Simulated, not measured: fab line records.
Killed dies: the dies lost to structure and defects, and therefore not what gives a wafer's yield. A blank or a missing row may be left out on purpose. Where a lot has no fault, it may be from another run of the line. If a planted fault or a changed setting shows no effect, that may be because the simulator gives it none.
The same fault as seen by 2 desks	flow n5 finfet	what lay behind the numbers comes last; until then each desk has only its own

== TOOL OWNER'S DESK, krf scanner-02 ==
The tool's own readings at N5_PASSIVATION_EXPOSE_27 (exposes mask PAD, defocus 0 nm): means of the sampled wafers that have a number, for each lot that ran on this tool. Any lot whose mean is over 4 standard deviations away from the usual mean is out of limits and marked OUT; that distance is given in the brackets.
Columns: A = exposure dose mJ cm2 at N5_PASSIVATION_EXPOSE_27, usual 32.293
lot	first seen here	A
L335	day 11 23:04	32.279
L336	day 13 02:34	32.295
L341	day 14 20:35	28.398 (-99 or more) OUT
This desk's finding: out of limits on L341; first on L341, day 14 20:35 (exposure dose mJ cm2 at N5_PASSIVATION_EXPOSE_27). L335, L336 stayed within limits.

== FROM THE METROLOGY DESK ==
What the gauges read, lot by lot, whatever tool the lot ran on: means of the sampled wafers that have a number. Any lot whose mean is over 4 standard deviations away from the usual mean is out of limits and marked OUT; that distance is given in the brackets.
Columns: A = MIM_TOP_OVL at N5_MIM_TOP_LITHO_OVL_MEAS_11, usual -3 nm; B = cd nm at N5_PASSIVATION_CD_MEAS_30, usual 4000.7 nm; C = PASS_OPEN_OVL at N5_PASSIVATION_OVL_MEAS_66, usual 0 nm
lot	first seen here	A	B	C
L335	day 11 18:31	-3	3999.2	1
L336	day 12 14:03	-6	3998.4	-5
L337	day 12 20:09	-4	4002.4	5
L341	day 14 11:13	1	3977.2 (-11) OUT	4
L344	day 15 08:13	-3	4000.5	2
L349	day 16 18:53	11	3998.4	-1
L351	day 17 04:29	1	4000.7	3
L352	day 17 08:25	-4	4000.0	-1
L357	day 18 06:52	5	4000.2	8
L353	day 18 14:59	-2	4000.0	-2
L356	day 18 16:35	-1	4001.2	2
This desk's finding: out of limits on L341; first on L341, day 14 20:46 (cd nm at N5_PASSIVATION_CD_MEAS_30). L335, L336, L337, L344, L349, L351, L352, L357, L353, L356 stayed within limits.

== TAKEN TOGETHER ==
The tool owner's desk had the chance to raise an alarm at day 14 20:35 on L341.
An alarm was possible from the metrology desk at day 14 20:46, on L341.
All the named lots went through N5_PASSIVATION_EXPOSE_27 on krf scanner-02.

== WHAT HAD BEEN PUT IN BY THE SIMULATOR ==
Process parameter drift: krf scanner-02, from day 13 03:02 on, at N5_PASSIVATION_EXPOSE_27. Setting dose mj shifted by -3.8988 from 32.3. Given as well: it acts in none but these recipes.
Shown lots that were struck: L341.
Counting hours from when the fault started, the first reading out of limits came at 42 for the tool owner's desk and at 42 for the metrology desk.
